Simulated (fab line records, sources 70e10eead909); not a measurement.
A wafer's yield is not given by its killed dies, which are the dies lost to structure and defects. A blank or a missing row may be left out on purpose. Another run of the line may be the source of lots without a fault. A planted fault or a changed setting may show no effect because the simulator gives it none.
fab line records	flow nand-harc
[record] lots = 24	wafers = 72	last-day = 34
route steps=1302 shown A_CHANNEL_HOLE_D1@468 A_ONON_D2@567 A_CHANNEL_HOLE_D2@570
lots untouched by any fault: they come from a run of this same line in which no faults occurred
start-h: hours from the record's first day to the start of the lot's first wafer shown	wait-h: hours since the lot's step before	" as in the row above	L1.1+2: several wafers, shown together as one row	- no value, or no start given	* or withheld: withheld	< > ~ a bound
route shown NAME@n: names a module that has steps shown in the file, with the first one's number in the route	usual: the fault-free wafers' mean and standard deviation	same: alike in all rows	chamber/n: place in a boat	sites: the reading at each site	_std_site: standard deviation across them	_edge_site: the outer-site mean with the inner-site mean subtracted	radius-mm: how far each site lies from the wafer's centre	mask NAME#n: copy n	behind: tool/chamber where the wafer was last shaped	hold: cause of the lot's hold/its duration in hours/its outcome	device: which transistor (n, p or np) failed to switch	end of line: the tests these same wafers got at the end of their route	step lacking rows: just its recipe	killed: count of dies lost to structure and defects at first sort (not the wafer's yield)	map: per-die view of a wafer (x killed, . not killed, _ where there is no die)
set.NAME: the setting the step ran with; set.NAME@STEP: the setting that earlier step ran with	model.NAME: the simulator's own value behind a step, which no gauge read
steps of the route over a sample of lots; a table a step, a row a wafer
services: when a tool's chamber went out of use (start-h, in hours from the record's first day, below 0 if earlier), for how many hours, and the reason
[[steps]]
[step NHARC_A_CHANNEL_HOLE_D1_ETCH_34]
[recipe] target-depth-a = 1540	time-s = 77	cf4-flow-sccm = 100	chf3-flow-sccm = 30	ar-flow-sccm = 0	rf-w = 500	bias-w = 200	chemistry = CF4/CHF3
[usual] cf4-flow-sccm = 100.1/0.34	drypump-motor-current-A = 5.8/0.38	oes-product-au = 0.951/0.023	rf-vpp-V = 369.6/2.2	showerhead-plenum-p-Torr = 1.54/0.061	throttle-valve-pct = 16.803/0.01
lot.wafer	tool	chamber	start-h	wait-h	cf4-flow-sccm	drypump-motor-current-A	oes-product-au	rf-hours-counter-h	rf-vpp-V	showerhead-plenum-p-Torr	throttle-valve-pct
L074.3	rie-diel-02	1	-	-	100.6	5.8	0.971	37	374.3	1.69	16.782
L074.2	"	2	"	"	99.9	6.0	0.942	39	370.8	1.54	16.810
L074.5	"	2	"	"	100.1	6.0	0.953	-	369.0	1.54	16.804
L075.2	rie-diel-06	3	-	-	100.2	6.2	0.929	3	370.2	1.54	16.806
L075.4	"	0	"	"	100.3	6.1	0.928	4	368.7	1.51	16.809
L075.1	"	1	"	"	99.8	5.6	0.928	4	372.1	1.60	16.806
L076.4	rie-diel-06	2	-	-	100.6	5.3	0.975	5	367.7	1.47	16.794
L076.5	"	3	"	"	100.0	6.3	0.984	-	369.2	1.54	16.803
L076.6	"	0	"	"	100.2	6.1	0.986	-	366.9	1.51	16.805
L077.1	rie-diel-02	1	-	-	100.6	5.8	0.930	45	374.1	1.69	16.800
L077.2	"	3	"	"	99.8	5.2	0.913	48	372.2	1.62	16.801
L077.5	"	1	"	"	100.0	5.7	0.933	-	373.9	1.69	16.800
L078.3	rie-diel-04	3	-	-	100.1	5.0	0.969	7	370.7	1.56	16.803
L078.1	"	1	"	"	100.4	5.7	0.975	6	372.4	1.63	16.810
L078.5	"	3	"	"	100.1	5.0	0.963	-	370.7	1.56	16.794
L079.1	rie-diel-06	0	-	-	100.2	6.1	0.985	6	368.4	1.51	16.792
L079.3	"	1	"	"	100.0	5.6	0.945	7	370.8	1.59	16.819
L079.5	"	3	"	"	99.3	6.2	0.972	-	368.9	1.54	16.796
L080.2	rie-diel-02	1	-	-	100.1	5.8	0.956	5	373.3	1.69	16.802
L080.5	"	2	"	"	99.7	6.0	0.965	-	370.1	1.54	16.824
L080.6	"	3	"	"	100.0	5.2	0.953	-	371.5	1.62	16.784
L081.1	rie-diel-06	3	-	-	100.5	6.2	0.953	8	371.0	1.54	16.812
L081.6	"	3	"	"	99.8	6.2	0.966	-	368.7	1.54	16.815
L081.4	"	0	"	"	99.8	6.1	0.970	-	368.3	1.50	16.814
L082.2	rie-diel-06	0	-	-	100.3	6.1	0.924	10	367.2	1.50	16.816
L082.1	"	1	"	"	100.1	5.6	0.919	11	369.5	1.59	16.816
L082.5	"	3	"	"	100.1	6.2	0.926	-	370.2	1.54	16.788
L083.4	rie-diel-06	0	-	-	100.0	6.1	0.920	11	369.3	1.50	16.807
L083.3	"	1	"	"	99.6	5.6	0.920	12	372.4	1.59	16.807
L083.6	"	1	"	"	100.0	5.6	0.927	-	371.6	1.59	16.797
L084.2	rie-diel-02	2	-	-	100.2	6.0	0.964	21	367.3	1.53	16.805
L084.4	"	3	"	"	98.9	5.2	0.950	21	372.3	1.62	16.811
L084.6	"	1	"	"	99.9	5.8	0.943	-	374.4	1.68	16.819
L085.4	rie-diel-06	0	-	-	100.1	6.1	0.926	12	368.5	1.50	16.813
L085.3	"	1	"	"	100.2	5.6	0.912	13	372.4	1.59	16.796
L085.6	"	3	"	"	100.3	6.2	0.925	-	370.9	1.54	16.797
L086.1	rie-diel-06	3	-	-	99.8	6.2	0.983	13	370.3	1.54	16.801
L086.3	"	2	"	"	100.1	5.3	0.973	11	366.6	1.46	16.807
L086.5	"	3	"	"	99.8	6.2	0.973	-	370.3	1.54	16.814
L087.1	rie-diel-06	2	-	-	100.4	5.3	0.964	12	367.0	1.46	16.812
L087.2	"	3	"	"	100.2	6.2	0.923	14	368.5	1.54	16.801
L087.5	"	3	"	"	100.0	6.2	0.921	-	368.2	1.54	16.819
L089.3	rie-diel-06	3	-	-	99.9	6.2	0.984	1	369.9	1.54	16.785
L089.1	"	0	"	"	100.1	6.2	0.965	1	367.9	1.50	16.812
L089.4	"	1	"	"	99.9	5.6	0.963	1	372.4	1.59	16.791
L088.4	rie-diel-06	1	-	-	100.1	5.6	0.985	1	371.2	1.59	16.804
L088.2	"	2	"	"	99.8	5.3	0.959	2	366.8	1.46	16.811
L088.6	"	0	"	"	100.0	6.2	0.980	-	367.6	1.50	16.798
L090.3	rie-diel-06	1	-	-	100.1	5.6	0.925	4	371.9	1.59	16.811
L090.1	"	2	"	"	99.6	5.3	0.941	4	366.8	1.46	16.801
L090.6	"	0	"	"	100.2	6.1	0.931	-	366.8	1.50	16.794
L091.2	rie-diel-06	2	-	-	99.7	5.3	0.944	5	367.6	1.46	16.811
L091.3	"	3	"	"	100.0	6.2	0.946	5	368.8	1.54	16.802
L091.4	"	0	"	"	100.9	6.1	0.953	4	369.3	1.50	16.811
L092.4	rie-diel-06	2	-	-	100.0	5.3	0.943	6	366.5	1.46	16.823
L092.3	"	3	"	"	100.5	6.2	0.938	6	370.0	1.54	16.800
L092.6	"	0	"	"	100.1	6.2	0.963	-	368.4	1.50	16.801
L093.3	rie-diel-04	1	-	-	99.5	5.7	0.953	0	372.5	1.62	16.794
L093.1	"	3	"	"	100.7	5.0	0.983	0	368.8	1.55	16.804
L093.5	"	0	"	"	100.3	5.6	0.979	-	372.9	1.63	16.810
L095.3	rie-diel-06	0	-	-	99.9	6.1	0.981	7	369.6	1.50	16.803
L095.2	"	1	"	"	100.9	5.6	0.973	7	370.2	1.59	16.795
L095.1	"	2	"	"	100.6	5.3	0.985	7	366.2	1.46	16.794
L094.2	rie-diel-06	3	-	-	100.0	6.2	0.928	9	368.2	1.54	16.818
L094.6	"	1	"	"	99.7	5.6	0.915	-	370.2	1.59	16.792
L094.5	"	2	"	"	99.9	5.3	0.918	-	365.5	1.46	16.802
L097.3	rie-diel-06	3	-	-	100.4	6.2	0.925	10	370.4	1.54	16.778
L097.2	"	0	"	"	100.4	6.1	0.936	9	367.4	1.50	16.799
L097.6	"	2	"	"	100.1	5.3	0.933	-	367.2	1.46	16.792
L096.2	rie-diel-04	2	-	-	99.9	6.0	0.968	16	372.0	1.61	16.789
L096.6	"	3	"	"	100.4	5.0	0.966	-	370.4	1.54	16.796
L096.5	"	0	"	"	100.3	5.6	0.987	-	372.4	1.63	16.830
[step NHARC_A_CHANNEL_HOLE_D1_ETCH_20]
[recipe] bias-v = 3000	source-w = withheld	pressure-mtorr = 20	time-s = 361.9	ar-flow-sccm = 375	c4f8-flow-sccm = 89.3	o2-flow-sccm = 35.7	temp-c = -20	target-depth-a = 16000	chemistry = C4F8/O2/Ar
[usual] drypump-motor-current-A = 5.83/0.13	showerhead-plenum-p-Torr = 3.65/0.18	throttle-valve-pct = 32.155/0.01
lot.wafer	tool	chamber	start-h	wait-h	drypump-motor-current-A	rf-hours-counter-h	showerhead-plenum-p-Torr	throttle-valve-pct
L074.2	har-etch-01	1	180.34	0.1	6.00	84	3.62	32.140
L074.3	"	0	"	"	5.81	-	3.74	32.144
L074.5	"	0	"	"	5.83	-	3.74	32.171
L075.2	har-etch-02	0	195.43	0.1	5.92	310	3.43	32.150
L075.1	"	1	"	"	5.62	310	3.41	32.145
L075.4	"	0	"	"	5.90	-	3.43	32.161
L076.4	har-etch-01	1	204.59	0.2	5.92	-	3.61	32.156
L076.6	"	1	"	"	5.97	-	3.61	32.151
L076.5	"	0	"	"	5.84	-	3.73	32.141
L077.2	har-etch-02	0	207.97	0.1	5.88	318	3.43	32.154
L077.1	"	1	"	"	5.61	318	3.41	32.153
L077.5	"	1	"	"	5.63	-	3.41	32.160
L078.1	har-etch-02	0	216.64	0.1	5.87	322	3.43	32.150
L078.3	"	1	"	"	5.63	-	3.40	32.152
L078.5	"	0	"	"	5.87	-	3.43	32.150
L079.1	har-etch-01	0	227.41	0.1	5.83	110	3.72	32.136
L079.3	"	1	"	"	5.96	-	3.60	32.145
L079.5	"	0	"	"	5.84	-	3.72	32.151
L080.2	har-etch-02	0	243.47	0.1	5.88	334	3.42	32.159
L080.5	"	0	"	"	5.89	-	3.42	32.162
L080.6	"	1	"	"	5.63	-	3.40	32.166
L081.1	har-etch-01	0	243.84	0.1	5.83	118	3.72	32.145
L081.4	"	0	"	"	5.81	-	3.72	32.177
L081.6	"	1	"	"	5.99	-	3.60	32.153
L082.2	har-etch-01	1	267.31	0.1	5.97	133	3.59	32.153
L082.1	"	0	"	"	5.84	133	3.71	32.158
L082.5	"	1	"	"	5.98	-	3.59	32.149
L083.4	har-etch-02	0	279.04	0.2	5.93	-	3.41	32.154
L083.3	"	1	"	"	5.63	-	3.93	32.147
L083.6	"	1	"	"	5.61	-	3.93	32.168
L084.2	har-etch-01	1	279.12	0.1	5.95	144	3.59	32.163
L084.4	"	0	"	"	5.82	-	3.70	32.137
L084.6	"	1	"	"	5.95	-	3.59	32.156
L085.4	har-etch-02	1	293.41	0.2	5.67	-	3.93	32.157
L085.3	"	0	"	"	5.91	-	3.40	32.155
L085.6	"	1	"	"	5.64	-	3.93	32.144
L086.1	har-etch-01	0	296.19	0.1	5.82	156	3.70	32.176
L086.3	"	0	"	"	5.83	-	3.70	32.143
L086.5	"	0	"	"	5.82	-	3.70	32.162
L087.2	har-etch-02	1	305.43	0.1	5.65	361	3.92	32.161
L087.1	"	0	"	"	5.84	376	3.40	32.149
L087.5	"	0	"	"	5.93	-	3.40	32.145
L089.1	har-etch-02	0	326.91	0.1	5.93	384	3.40	32.157
L089.3	"	1	"	"	5.62	-	3.92	32.171
L089.4	"	0	"	"	5.93	-	3.40	32.160
L088.2	har-etch-01	0	327.94	0.1	5.83	167	3.69	32.146
L088.4	"	0	"	"	5.83	-	3.69	32.165
L088.6	"	1	"	"	6.00	-	3.57	32.174
L090.1	har-etch-02	1	341.68	0.2	5.61	380	3.91	32.161
L090.3	"	1	"	"	5.63	-	3.91	32.180
L090.6	"	1	"	"	5.63	-	3.91	32.167
L091.2	har-etch-01	1	346.40	0.1	5.95	183	3.57	32.156
L091.4	"	0	"	"	5.83	-	3.68	32.149
L091.3	"	1	"	"	5.93	-	3.57	32.146
L092.3	har-etch-01	1	362.36	0.2	5.95	-	3.56	32.173
L092.4	"	0	"	"	5.84	-	3.67	32.160
L092.6	"	1	"	"	5.93	-	3.56	32.173
L093.1	har-etch-02	1	367.67	0.1	5.62	402	3.90	32.158
L093.3	"	0	"	"	5.87	-	3.93	32.151
L093.5	"	1	"	"	5.64	-	3.90	32.152
L095.1	har-etch-01	0	386.40	0.1	5.85	206	3.67	32.164
L095.2	"	1	"	"	5.96	206	3.55	32.150
L095.3	"	0	"	"	5.83	-	3.67	32.134
L094.2	har-etch-02	0	400.40	0.1	5.82	0	3.92	32.172
L094.5	"	1	"	"	5.64	-	3.90	32.142
L094.6	"	0	"	"	5.91	-	3.92	32.163
L097.2	har-etch-01	0	412.12	0.1	5.83	225	3.66	32.159
L097.3	"	1	"	"	5.96	-	3.54	32.152
L097.6	"	1	"	"	6.00	-	3.54	32.149
L096.2	har-etch-02	1	412.99	0.1	5.64	12	3.89	32.160
L096.6	"	1	"	"	5.62	-	3.89	32.151
L096.5	"	0	"	"	5.89	-	3.92	32.153
[step NHARC_A_CHANNEL_HOLE_D1_ETCH_24]
[recipe] bias-v = 5000	source-w = withheld	pressure-mtorr = 20	time-s = 906.2	ar-flow-sccm = 375	c4f8-flow-sccm = 93.8	o2-flow-sccm = 31.2	temp-c = -20	target-depth-a = 15000	chemistry = C4F8/O2/Ar
[usual] drypump-motor-current-A = 5.83/0.13	showerhead-plenum-p-Torr = 3.65/0.18	throttle-valve-pct = 32.236/0.0094
lot.wafer	tool	chamber	start-h	wait-h	drypump-motor-current-A	rf-hours-counter-h	showerhead-plenum-p-Torr	throttle-valve-pct
L074.2	har-etch-01	1	182.43	0.6	5.96	86	3.61	32.240
L074.3	"	0	"	"	5.85	-	3.73	32.237
L074.5	"	0	"	"	5.84	-	3.73	32.232
L075.2	har-etch-02	0	197.43	0.6	5.94	312	3.43	32.230
L075.1	"	1	"	"	5.61	312	3.40	32.228
L075.4	"	0	"	"	5.93	-	3.43	32.238
L076.4	har-etch-01	1	206.76	0.6	6.00	-	3.61	32.236
L076.6	"	1	"	"	5.98	-	3.61	32.250
L076.5	"	0	"	"	5.84	-	3.72	32.233
L077.2	har-etch-02	0	209.99	0.6	5.92	320	3.43	32.236
L077.1	"	1	"	"	5.64	320	3.40	32.226
L077.5	"	1	"	"	5.65	-	3.40	32.229
L078.1	har-etch-02	0	218.73	0.6	5.86	324	3.42	32.223
L078.3	"	1	"	"	5.63	-	3.40	32.250
L078.5	"	0	"	"	5.89	-	3.42	32.234
L079.1	har-etch-01	0	229.50	0.6	5.84	112	3.72	32.243
L079.3	"	1	"	"	5.99	-	3.60	32.249
L079.5	"	0	"	"	5.83	-	3.72	32.241
L080.2	har-etch-02	0	245.48	0.6	5.94	336	3.42	32.212
L080.5	"	0	"	"	5.93	-	3.42	32.225
L080.6	"	1	"	"	5.65	-	3.39	32.249
L081.1	har-etch-01	0	245.91	0.6	5.84	120	3.71	32.236
L081.4	"	0	"	"	5.84	-	3.71	32.227
L081.6	"	1	"	"	6.00	-	3.60	32.233
L082.2	har-etch-01	1	269.32	0.6	5.95	135	3.59	32.215
L082.1	"	0	"	"	5.84	135	3.70	32.235
L082.5	"	1	"	"	5.97	-	3.59	32.231
L083.4	har-etch-02	0	281.21	0.6	5.88	-	3.40	32.232
L083.3	"	1	"	"	5.64	-	3.93	32.240
L083.6	"	1	"	"	5.63	-	3.93	32.236
L084.2	har-etch-01	1	281.22	0.6	5.96	146	3.58	32.242
L084.4	"	0	"	"	5.83	-	3.70	32.227
L084.6	"	1	"	"	5.97	-	3.58	32.228
L085.4	har-etch-02	1	295.58	0.6	5.65	-	3.92	32.238
L085.3	"	0	"	"	5.91	-	3.40	32.245
L085.6	"	1	"	"	5.64	-	3.92	32.234
L086.1	har-etch-01	0	298.28	0.6	5.83	158	3.69	32.237
L086.3	"	0	"	"	5.83	-	3.69	32.234
L086.5	"	0	"	"	5.83	-	3.69	32.228
L087.2	har-etch-02	1	307.44	0.6	5.63	363	3.92	32.251
L087.1	"	0	"	"	5.92	378	3.40	32.241
L087.5	"	0	"	"	5.92	-	3.40	32.238
L089.1	har-etch-02	0	328.99	0.6	5.88	386	3.39	32.246
L089.3	"	1	"	"	5.65	-	3.91	32.232
L089.4	"	0	"	"	5.85	-	3.39	32.246
L088.2	har-etch-01	0	329.96	0.6	5.82	169	3.69	32.221
L088.4	"	0	"	"	5.84	-	3.68	32.228
L088.6	"	1	"	"	5.95	-	3.57	32.225
L090.1	har-etch-02	1	345.69	1.1	5.64	384	3.91	32.253
L090.3	"	1	"	"	5.65	-	3.91	32.235
L090.6	"	1	"	"	5.63	-	3.91	32.226
L091.2	har-etch-01	1	348.48	0.6	6.00	185	3.56	32.235
L091.4	"	0	"	"	5.82	-	3.68	32.246
L091.3	"	1	"	"	5.97	-	3.56	32.243
L092.3	har-etch-01	1	366.40	0.6	5.97	-	3.55	32.242
L092.4	"	0	"	"	5.83	-	3.67	32.237
L092.6	"	1	"	"	5.96	-	3.55	32.231
L093.1	har-etch-02	1	369.76	0.6	5.64	404	3.89	32.230
L093.3	"	0	"	"	5.91	-	3.92	32.233
L093.5	"	1	"	"	5.62	-	3.89	32.246
L095.1	har-etch-01	0	388.41	0.6	5.83	208	3.66	32.218
L095.2	"	1	"	"	5.96	208	3.55	32.229
L095.3	"	0	"	"	5.83	-	3.66	32.223
L094.2	har-etch-02	0	402.50	0.6	5.86	2	3.92	32.241
L094.5	"	1	"	"	5.64	-	3.89	32.239
L094.6	"	0	"	"	5.87	-	3.92	32.232
L097.2	har-etch-01	0	414.13	0.6	5.82	227	3.65	32.240
L097.3	"	1	"	"	5.95	-	3.54	32.237
L097.6	"	1	"	"	5.97	-	3.54	32.219
L096.2	har-etch-02	1	415.02	0.6	5.63	14	3.88	32.230
L096.6	"	1	"	"	5.60	-	3.88	32.236
L096.5	"	0	"	"	5.93	-	3.91	32.233
[step NHARC_A_CHANNEL_HOLE_D1_ETCH_33]
[recipe] bias-v = 400	source-w = 2000	pressure-mtorr = 25	time-s = 90	ar-flow-sccm = 375	c4f8-flow-sccm = 41.7	o2-flow-sccm = 83.3	temp-c = -20	target-depth-a = 4000	chemistry = C4F8/O2/Ar
[usual] drypump-motor-current-A = 5.82/0.13	showerhead-plenum-p-Torr = 3.69/0.19	throttle-valve-pct = 27.620/0.0095
lot.wafer	tool	chamber	start-h	wait-h	drypump-motor-current-A	rf-hours-counter-h	showerhead-plenum-p-Torr	throttle-valve-pct
L074.2	har-etch-01	1	184.20	0.2	5.95	87	3.65	27.640
L074.3	"	0	"	"	5.83	-	3.78	27.625
L074.5	"	0	"	"	5.84	-	3.78	27.623
L075.2	har-etch-02	0	199.28	0.2	5.91	314	3.46	27.620
L075.1	"	1	"	"	5.65	314	3.44	27.635
L075.4	"	0	"	"	5.87	-	3.46	27.605
L076.4	har-etch-01	1	208.43	0.2	5.95	-	3.65	27.607
L076.6	"	1	"	"	5.92	-	3.65	27.625
L076.5	"	0	"	"	5.83	-	3.77	27.623
L077.2	har-etch-02	0	211.83	0.2	5.86	322	3.46	27.609
L077.1	"	1	"	"	5.65	322	3.43	27.617
L077.5	"	1	"	"	5.64	-	3.43	27.610
L078.1	har-etch-02	0	220.47	0.2	5.89	326	3.46	27.620
L078.3	"	1	"	"	5.64	-	3.43	27.630
L078.5	"	0	"	"	5.94	-	3.46	27.613
L079.1	har-etch-01	0	231.24	0.2	5.82	114	3.76	27.623
L079.3	"	1	"	"	5.92	-	3.64	27.620
L079.5	"	0	"	"	5.83	-	3.76	27.613
L080.2	har-etch-02	0	247.32	0.2	5.87	337	3.45	27.619
L080.5	"	0	"	"	5.90	-	3.45	27.629
L080.6	"	1	"	"	5.61	-	3.43	27.636
L081.1	har-etch-01	0	247.64	0.2	5.84	122	3.76	27.628
L081.4	"	0	"	"	5.84	-	3.76	27.609
L081.6	"	1	"	"	6.00	-	3.64	27.632
L082.2	har-etch-01	1	271.15	0.2	5.99	137	3.63	27.624
L082.1	"	0	"	"	5.84	137	3.75	27.616
L082.5	"	1	"	"	5.97	-	3.63	27.630
L083.4	har-etch-02	0	282.87	0.2	5.90	-	3.44	27.628
L083.3	"	1	"	"	5.62	-	3.98	27.612
L083.6	"	1	"	"	5.62	-	3.98	27.617
L084.2	har-etch-01	1	282.97	0.2	6.00	148	3.62	27.625
L084.4	"	0	"	"	5.84	-	3.74	27.628
L084.6	"	1	"	"	6.00	-	3.62	27.631
L085.4	har-etch-02	1	297.24	0.2	5.60	-	3.97	27.628
L085.3	"	0	"	"	5.86	-	3.43	27.607
L085.6	"	1	"	"	5.62	-	3.97	27.618
L086.1	har-etch-01	0	300.02	0.2	5.83	159	3.74	27.603
L086.3	"	0	"	"	5.84	-	3.74	27.622
L086.5	"	0	"	"	5.83	-	3.74	27.612
L087.2	har-etch-02	1	309.30	0.2	5.63	364	3.97	27.634
L087.1	"	0	"	"	5.90	380	3.43	27.619
L087.5	"	0	"	"	5.93	-	3.43	27.612
L089.1	har-etch-02	0	330.75	0.2	5.96	387	3.42	27.637
L089.3	"	1	"	"	5.66	-	3.96	27.615
L089.4	"	0	"	"	5.93	-	3.42	27.605
L088.2	har-etch-01	0	331.81	0.2	5.84	171	3.73	27.616
L088.4	"	0	"	"	5.82	-	3.73	27.616
L088.6	"	1	"	"	5.93	-	3.61	27.628
L090.1	har-etch-02	1	349.40	0.3	5.62	387	3.96	27.628
L090.3	"	1	"	"	5.63	-	3.96	27.628
L090.6	"	1	"	"	5.61	-	3.96	27.623
L091.2	har-etch-01	1	350.23	0.2	5.98	186	3.60	27.616
L091.4	"	0	"	"	5.85	-	3.72	27.621
L091.3	"	1	"	"	6.01	-	3.60	27.622
L092.3	har-etch-01	1	368.04	0.2	5.97	-	3.59	27.621
L092.4	"	0	"	"	5.83	-	3.71	27.624
L092.6	"	1	"	"	5.96	-	3.59	27.617
L093.1	har-etch-02	1	371.50	0.2	5.63	406	3.94	27.610
L093.3	"	0	"	"	5.91	-	3.97	27.630
L093.5	"	1	"	"	5.66	-	3.94	27.631
L095.1	har-etch-01	0	390.24	0.2	5.83	209	3.71	27.597
L095.2	"	1	"	"	5.96	209	3.59	27.605
L095.3	"	0	"	"	5.83	-	3.71	27.626
L094.2	har-etch-02	0	404.26	0.2	5.89	4	3.97	27.629
L094.5	"	1	"	"	5.64	-	3.94	27.615
L094.6	"	0	"	"	5.89	-	3.97	27.603
L097.2	har-etch-01	0	415.97	0.2	5.84	229	3.70	27.610
L097.3	"	1	"	"	5.95	-	3.58	27.621
L097.6	"	1	"	"	5.97	-	3.58	27.620
L096.2	har-etch-02	1	416.86	0.2	5.62	15	3.93	27.610
L096.6	"	1	"	"	5.64	-	3.93	27.604
L096.5	"	0	"	"	5.92	-	3.96	27.623
[step NHARC_A_ONON_D2_THK_MEAS_34]
[recipe] thk-meas-gauge = ellipsometry
[usual] thk-nm = 200.0/2.8
lot.wafer	tool	chamber	start-h	wait-h	thk-nm
L074.2	film-metro-01	-	283.83	-	199.9
L074.3	"	-	"	"	200.5
L074.5	"	-	"	"	206.8
L075.1	film-metro-02	-	303.89	-	202.0
L075.2	"	-	"	"	198.8
L075.4	"	-	"	"	204.9
L077.1	film-metro-01	-	303.91	-	198.5
L077.2	"	-	"	"	199.0
L077.5	"	-	"	"	201.4
L076.4	film-metro-02	-	303.93	-	200.2
L076.5	"	-	"	"	204.1
L076.6	"	-	"	"	207.0
L078.1	film-metro-02	-	327.29	-	196.9
L078.3	"	-	"	"	197.8
L078.5	"	-	"	"	201.6
L079.1	film-metro-01	-	331.51	-	197.7
L079.3	"	-	"	"	198.8
L079.5	"	-	"	"	201.9
L080.2	film-metro-02	-	346.79	-	199.6
L080.5	"	-	"	"	201.4
L080.6	"	-	"	"	201.7
L081.1	film-metro-01	-	346.85	-	195.9
L081.4	"	-	"	"	201.5
L081.6	"	-	"	"	200.0
L082.1	film-metro-02	-	369.43	0.5	200.0
L082.2	"	-	"	"	202.2
L082.5	"	-	"	"	202.7
L084.2	film-metro-01	-	385.53	-	197.6
L084.4	"	-	"	"	198.4
L084.6	"	-	"	"	197.8
L083.3	film-metro-01	-	385.54	-	194.7
L083.4	"	-	"	"	199.2
L083.6	"	-	"	"	200.8
L086.1	film-metro-01	-	398.50	-	199.4
L086.3	"	-	"	"	197.1
L086.5	"	-	"	"	203.2
L085.3	film-metro-02	-	398.53	-	198.6
L085.4	"	-	"	"	199.2
L085.6	"	-	"	"	202.4
L087.1	film-metro-02	-	407.52	-	203.9
L087.2	"	-	"	"	200.4
L087.5	"	-	"	"	203.7
L089.1	film-metro-01	-	427.44	-	195.6
L089.3	"	-	"	"	195.8
L089.4	"	-	"	"	199.2
L088.2	film-metro-02	-	427.45	-	197.0
L088.4	"	-	"	"	201.4
L088.6	"	-	"	"	202.4
L091.2	film-metro-02	-	449.73	-	199.2
L091.3	"	-	"	"	196.6
L091.4	"	-	"	"	199.8
L090.1	film-metro-01	-	449.75	-	199.6
L090.3	"	-	"	"	197.4
L090.6	"	-	"	"	201.5
L093.1	film-metro-02	-	473.18	-	196.1
L093.3	"	-	"	"	196.0
L093.5	"	-	"	"	198.1
L092.3	film-metro-01	-	473.20	-	199.8
L092.4	"	-	"	"	203.3
L092.6	"	-	"	"	205.1
L095.1	film-metro-02	-	488.88	-	192.9
L095.2	"	-	"	"	198.0
L095.3	"	-	"	"	195.7
L094.2	film-metro-01	-	512.82	-	198.2
L094.5	"	-	"	"	203.7
L094.6	"	-	"	"	204.9
L096.2	film-metro-01	-	523.09	-	199.2
L096.5	"	-	"	"	199.6
L096.6	"	-	"	"	197.7
L097.2	film-metro-02	-	523.25	-	197.7
L097.3	"	-	"	"	198.1
L097.6	"	-	"	"	204.0
[step NHARC_A_CHANNEL_HOLE_D2_DEP_00]
[recipe] target-thk-a = 31000	temp-c = 400	material = aC
[usual] throttle-valve-pct = 35.000/0.0089
lot.wafer	tool	chamber	start-h	wait-h	throttle-valve-pct
L074.2	acl-dep-03	0	284.95	1.0	34.995
L074.3	"	0	"	"	35.013
L074.5	"	0	"	"	34.989
L075.1	acl-dep-02	0	306.25	2.3	34.995
L075.2	"	0	"	"	34.998
L075.4	"	0	"	"	35.001
L077.1	acl-dep-01	0	307.92	3.9	35.001
L077.2	"	0	"	"	34.989
L077.5	"	0	"	"	34.992
L076.4	acl-dep-02	0	309.06	5.0	34.999
L076.5	"	0	"	"	35.006
L076.6	"	0	"	"	35.004
L078.1	acl-dep-03	0	329.94	2.6	35.006
L078.3	"	0	"	"	35.002
L078.5	"	0	"	"	35.014
L079.1	acl-dep-02	0	333.69	2.1	34.989
L079.3	"	0	"	"	35.004
L079.5	"	0	"	"	34.999
L081.1	acl-dep-01	0	348.00	1.1	34.996
L081.4	"	0	"	"	35.002
L081.6	"	0	"	"	35.014
L080.2	acl-dep-03	0	348.26	1.4	34.996
L080.5	"	0	"	"	35.007
L080.6	"	0	"	"	35.010
L082.1	acl-dep-01	0	369.56	0.1	35.002
L082.2	"	0	"	"	35.009
L082.5	"	0	"	"	35.015
L084.2	acl-dep-03	0	390.67	5.1	35.003
L084.4	"	0	"	"	35.031
L084.6	"	0	"	"	35.000
L083.3	acl-dep-02	0	391.55	5.9	35.000
L083.4	"	0	"	"	35.008
L083.6	"	0	"	"	34.998
L086.1	acl-dep-02	0	402.04	3.5	34.999
L086.3	"	0	"	"	35.015
L086.5	"	0	"	"	34.994
L085.3	acl-dep-01	0	403.57	4.9	34.994
L085.4	"	0	"	"	34.993
L085.6	"	0	"	"	34.990
L087.1	acl-dep-01	0	412.32	4.7	34.997
L087.2	"	0	"	"	35.005
L087.5	"	0	"	"	35.025
L089.1	acl-dep-03	0	430.45	2.9	34.993
L089.3	"	0	"	"	35.003
L089.4	"	0	"	"	34.991
L088.2	acl-dep-01	0	430.91	3.4	34.993
L088.4	"	0	"	"	35.013
L088.6	"	0	"	"	34.990
L091.2	acl-dep-01	0	451.31	1.5	35.007
L091.3	"	0	"	"	34.999
L091.4	"	0	"	"	35.008
L090.1	acl-dep-02	0	452.74	2.9	34.998
L090.3	"	0	"	"	34.993
L090.6	"	0	"	"	34.998
L093.1	acl-dep-02	0	474.20	0.9	34.994
L093.3	"	0	"	"	34.996
L093.5	"	0	"	"	34.991
L092.3	acl-dep-01	0	474.94	1.7	35.013
L092.4	"	0	"	"	34.992
L092.6	"	0	"	"	34.996
L095.1	acl-dep-01	0	489.73	0.8	35.008
L095.2	"	0	"	"	35.027
L095.3	"	0	"	"	35.003
L094.2	acl-dep-01	0	513.28	0.4	35.006
L094.5	"	0	"	"	35.010
L094.6	"	0	"	"	34.996
L096.2	acl-dep-02	0	525.26	2.1	34.994
L096.5	"	0	"	"	34.980
L096.6	"	0	"	"	35.007
L097.2	acl-dep-01	0	525.43	2.1	35.003
L097.3	"	0	"	"	35.004
L097.6	"	0	"	"	34.993
[[services]]
tool	chamber	start-h	hours	kind
rie-diel-04	2	159.65	7.2	repair
rie-diel-06	-	170.43	0.9	repair
rie-diel-04	-	177.90	9.0	pm
rie-diel-02	3	178.09	4.6	repair
acl-dep-01	-	192.51	13.0	pm
rie-diel-02	2	215.23	5.5	repair
rie-diel-06	2	215.34	5.2	repair
rie-diel-02	-	216.85	9.0	pm
rie-diel-06	2	239.53	19.5	repair
acl-dep-02	-	242.88	13.0	pm
rie-diel-06	0	294.94	3.8	repair
acl-dep-03	-	303.21	13.0	pm
rie-diel-06	-	307.20	9.0	pm
rie-diel-02	2	337.12	14.5	repair
rie-diel-02	1	345.74	9.2	repair
acl-dep-01	-	373.51	13.0	pm
har-etch-02	-	382.85	17.0	pm
rie-diel-02	-	393.85	9.0	pm
rie-diel-06	-	403.36	1.3	repair
rie-diel-06	-	412.80	0.3	repair
acl-dep-02	-	427.02	13.0	pm
rie-diel-06	-	438.76	1.8	repair
rie-diel-06	-	484.20	9.0	pm
acl-dep-03	-	485.45	13.0	pm
[[key]]
fault none
